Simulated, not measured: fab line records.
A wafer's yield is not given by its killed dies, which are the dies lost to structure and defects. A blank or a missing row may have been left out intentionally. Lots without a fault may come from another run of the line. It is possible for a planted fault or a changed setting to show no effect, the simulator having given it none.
Split-lot trial | flow n5_finfet | on a route of 1938 steps: 7 lots, 21 wafers read

== THE SPLIT ==
At N5_SD_EPI_N_EPI_21 (deposits Si:P, time 690 s), the setting time_s was moved away from the recipe's 690 s on 8 of the 21 wafers read, by -14.8% to +15.8%. This setting was run at the recipe's value on the other wafers.

== FROM THE SPLIT TO THE READING: what the file shows between them, 7 steps ==
- N5_SD_EPI_N_EPI_MEAS_23
- N5_SD_EPI_N_PRECLEAN_24: cleans in O3/DIW, time 60 s
- N5_SD_EPI_P_COAT_34: time 60 s, resist thk 350 nm (also split here: spin_rpm)
- N5_SD_EPI_P_COAT_35: time 60 s, resist thk 35 nm
- N5_SD_EPI_P_COAT_03: resist thk 150 nm
- N5_SD_ACTIVATION_RTA_00: time 0 s
- N5_SD_ACTIVATION_LSA_01: time 0.0008 s

== THE READING ==
At N5_SD_ACTIVATION_RS_MEAS_03, a four-point-probe measurement gives RS_SD_N in ohm/sq. A value of 21.8 ohm/sq with a standard deviation of 0.31 ohm/sq is what fault-free wafers of this fab line usually give.

wafer  | tool, chamber at the split | time_s as run, s | against the recipe | RS_SD_N, ohm/sq | against lot-mates on the recipe
L075.1 | epi_rpcvd-03, 0            | 770.1            | +11.6%             | 20.1            | -1.9
L075.3 | epi_rpcvd-03, 0            | 770.1            | +11.6%             | 20.0            | -2.0
L075.6 | epi_rpcvd-03, 0            | 690              | recipe             | 22.0            | -
L080.2 | epi_rpcvd-03, 0            | 690              | recipe             | 21.8            | -
L080.3 | epi_rpcvd-03, 0            | 690              | recipe             | 21.7            | -
L080.5 | epi_rpcvd-03, 0            | 690              | recipe             | 21.9            | -
L084.1 | epi_rpcvd-04, 0            | 690              | recipe             | 21.6            | -
L084.5 | epi_rpcvd-04, 0            | 690              | recipe             | 21.7            | -
L084.6 | epi_rpcvd-04, 0            | 587.7            | -14.8%             | 24.3            | +2.7
L085.3 | epi_rpcvd-02, 0            | 690              | recipe             | 21.8            | -
L085.5 | epi_rpcvd-02, 0            | 690              | recipe             | 21.9            | -
L085.6 | epi_rpcvd-02, 0            | 690              | recipe             | 21.6            | -
L089.2 | epi_rpcvd-03, 0            | 798.7            | +15.8%             | 19.7            | no lot-mate on the recipe
L089.5 | epi_rpcvd-03, 0            | 798.7            | +15.8%             | 19.5            | no lot-mate on the recipe
L089.6 | epi_rpcvd-03, 0            | 798.7            | +15.8%             | 19.8            | no lot-mate on the recipe
L094.1 | epi_rpcvd-02, 0            | 782.5            | +13.4%             | 20.3            | -1.7
L094.2 | epi_rpcvd-02, 0            | 690              | recipe             | 22.0            | -
L094.4 | epi_rpcvd-02, 0            | 782.5            | +13.4%             | 20.1            | -1.9
L096.1 | epi_rpcvd-02, 0            | 690              | recipe             | 22.5            | -
L096.3 | epi_rpcvd-02, 0            | 690              | recipe             | 22.1            | -
L096.6 | epi_rpcvd-02, 0            | 690              | recipe             | 22.5            | -

FIT RESULTS
A straight line over all 21 wafers: RS_SD_N changes by -0.147 ohm/sq for each +1% of time_s; r = -0.98; the points scatter about the line by 0.26 ohm/sq.
The same after taking each lot's own level away (the mean of its wafers on the recipe; 18 wafers): -0.158 ohm/sq for each +1%; r = -0.99; scatter 0.18 ohm/sq.
On that fit, the largest move of time_s shifts the reading by 2.5 ohm/sq.
Measured against the standard deviation above, the lots' own levels, which go from 21.65 to 22.37 ohm/sq, span 2.3 times it.
So the lot-to-lot level changes the slope little: the two slopes agree.
Check: with one of the wafers moved furthest among these (-14.8%) left out of the fit, the line predicts +2.19 ohm/sq for it against its lot-mates. It came out at +2.65 ohm/sq against them.

== ADDITIONAL SPLITS CARRIED BY THESE WAFERS ==
Other splits were also applied to these wafers ahead of the reading. Each is held against what the fit with the lots' levels taken away leaves over:
other split on the same wafers        | wafers away from the commonest value | r with RS_SD_N (lot level and that fit taken away)
N5_ZERO_LAYER_EXPOSE_08 dose_mj       | 5                                    | -0.33
N5_WELL_APT_COAT_02 spin_rpm          | 6                                    | +0.26
N5_FIN_SAQP_SPACER1_ALD_24 ald_cycles | 8                                    | +0.22
N5_FIN_CUT_CUT_ETCH_15 bias_w         | as run: not given for these wafers   | -
N5_SD_EPI_P_COAT_34 spin_rpm          | 1                                    | +0.15

== THE WHOLE CHAIN: every reading that the file lists as answering this split, in the file's order ==
step                        | what it does                 | reading                                                                         | change (the file's fit)               | r (the file's)
N5_SD_EPI_N_EPI_21          | deposits Si:P, time 690 s    | Si-P_of_SD_EPI_N_EPI_21.thk_nm (the simulator's own value, which no gauge read) | +0.398 nm for each +1% of the setting | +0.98
N5_SD_EPI_N_EPI_MEAS_23     |                              | thk_nm                                                                          | withheld for each +1% of the setting  | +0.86
N5_SD_EPI_N_PRECLEAN_24     | cleans in O3/DIW, time 60 s  | Si-P_of_SD_EPI_N_EPI_21.thk_nm (the simulator's own value, which no gauge read) | +0.393 nm for each +1% of the setting | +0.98
N5_SD_ACTIVATION_RS_MEAS_03 | measures by four-point-probe | RS_SD_N                                                                         | -0.163 for each +1% of the setting    | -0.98

== FILE'S OWN FIT ==
RS_SD_N changes by -0.163 ohm/sq for each +1% of time_s, r = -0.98.
